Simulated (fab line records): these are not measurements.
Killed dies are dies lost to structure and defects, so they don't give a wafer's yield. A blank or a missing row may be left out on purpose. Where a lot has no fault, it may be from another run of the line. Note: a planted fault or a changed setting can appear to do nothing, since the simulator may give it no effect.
The tool behind it: which one? -- flow n5Finfet -- 72 wafers from 24 lots sampled at 2 of the route's 1938 steps

== WHAT THE GAUGES READ, wafer by wafer ==
N5_MOL_CONTACT_COAG_CD_MEAS_84: the cd target is 25.1 nm.
lot,measured,on,cdNm (nm)
L074,day 5 01:36,cdSem-03,25.41 25.38 25.30
L075,day 5 11:41,cdSem-03,25.58 24.90 25.21
L076,day 5 20:14,cdSem-02,25.03 24.66 25.15
L077,day 6 00:23,cdSem-02,25.54 25.06 25.21
L078,day 6 03:17,cdSem-01,24.99 25.49 25.32
L079,day 6 09:37,cdSem-01,25.18 24.83 25.16
L080,day 6 15:21,cdSem-01,24.88 25.02 24.89
L081,day 6 23:14,cdSem-01,25.16 24.55 24.83
L082,day 7 04:37,cdSem-01,25.57 25.06 25.17
L083,day 7 12:45,cdSem-02,25.27 25.19 25.00
L084,day 7 15:37,cdSem-02,25.21 24.81 25.23
L085,day 8 00:12,cdSem-03,24.82 24.96 25.13
L086,day 8 05:01,cdSem-01,25.61 25.36 24.81
L087,day 8 12:00,cdSem-02,24.88 25.17 25.27
L088,day 8 17:32,cdSem-03,25.22 25.02 25.05
L089,day 8 21:08,cdSem-02,25.56 24.88 25.12
L090,day 9 02:07,cdSem-03,24.60 25.07 25.05
L091,day 9 08:18,cdSem-03,25.40 25.47 25.43
L092,day 9 14:12,cdSem-03,25.00 25.31 25.23
L093,day 9 20:01,cdSem-02,24.83 25.07 25.21
L094,day 10 03:16,cdSem-02,25.21 25.10 25.19
L095,day 10 07:48,cdSem-01,25.05 24.54 24.53
L096,day 10 14:15,cdSem-03,25.21 25.13 25.00
L097,day 10 19:04,cdSem-01,25.19 25.00 25.07

== WHICH TOOL RAN EACH LOT (tool, then ch and the chambers of the sampled wafers, then the start) ==
lot,N5_MOL_CONTACT_COAG_PRE_CLEAN_141
L074,"pvdSputter-03, day 4 19:00"
L075,"pvdSputter-02, day 5 04:32"
L076,"pvdSputter-02, day 5 12:14"
L077,"pvdSputter-03, day 5 17:46"
L078,"pvdSputter-03, day 5 20:04"
L079,"pvdSputter-03, day 6 02:10"
L080,"pvdSputter-03, day 6 08:01"
L081,"pvdSputter-03, day 6 17:26"
L082,"pvdSputter-02, day 6 22:37"
L083,"pvdSputter-01, day 7 06:21"
L084,"pvdSputter-02, day 7 08:47"
L085,"pvdSputter-02, day 7 17:46"
L086,"pvdSputter-01, day 7 19:46"
L087,"pvdSputter-01, day 8 02:38"
L088,"pvdSputter-01, day 8 07:38"
L089,"pvdSputter-03, day 8 13:26"
L090,"pvdSputter-02, day 8 18:56"
L091,"pvdSputter-03, day 9 00:29"
L092,"pvdSputter-01, day 9 06:38"
L093,"pvdSputter-02, day 9 12:44"
L094,"pvdSputter-03, day 9 21:02"
L095,"pvdSputter-03, day 9 22:56"
L096,"pvdSputter-01, day 10 07:28"
L097,"pvdSputter-03, day 10 11:01"
- N5_MOL_CONTACT_COAG_PRE_CLEAN_141: time 60 s.

== WHAT THE TOOLS THEMSELVES READ (means of the sampled wafers that have a number; where no wafer has one, the mark that the record gives instead) ==
N5_MOL_CONTACT_COAG_PRE_CLEAN_141.
lot,tool,heaterPowerW (W)
L074,pvdSputter-03,507
L075,pvdSputter-02,458
L076,pvdSputter-02,552
L077,pvdSputter-03,460
L078,pvdSputter-03,533
L079,pvdSputter-03,490
L080,pvdSputter-03,478
L081,pvdSputter-03,458
L082,pvdSputter-02,459
L083,pvdSputter-01,479
L084,pvdSputter-02,508
L085,pvdSputter-02,543
L086,pvdSputter-01,454
L087,pvdSputter-01,447
L088,pvdSputter-01,444
L089,pvdSputter-03,434
L090,pvdSputter-02,451
L091,pvdSputter-03,518
L092,pvdSputter-01,468
L093,pvdSputter-02,424
L094,pvdSputter-03,454
L095,pvdSputter-03,486
L096,pvdSputter-01,465
L097,pvdSputter-03,485

== THE ANSWER, worked out from the rows above alone ==
Rule: usual is defined by the lots themselves. The widest of any qualifying gaps counts: lots, ordered by their means at a reading, are off when they make up no more than a third of the lots, leave a main group of 4 or more, and stand apart from it by 3 or more times the standard deviation of that group's means. Not used: any main group whose means are identical at the precision the tables above print for the reading. A lot without any number at a reading at which 4 lots or more have one is off too. All remaining lots with rows at the step are treated as sound. Order of review: gauges by route order, followed by the tools' own readings, for which a lot's mean as printed above is used. At the first step where some lot is off, the reading lying furthest off is the one used; lots without a number count as furthest.
None of the lots is off at any reading shown; this tells nothing.

== WHAT WAS PUT IN BY THE SIMULATOR ==
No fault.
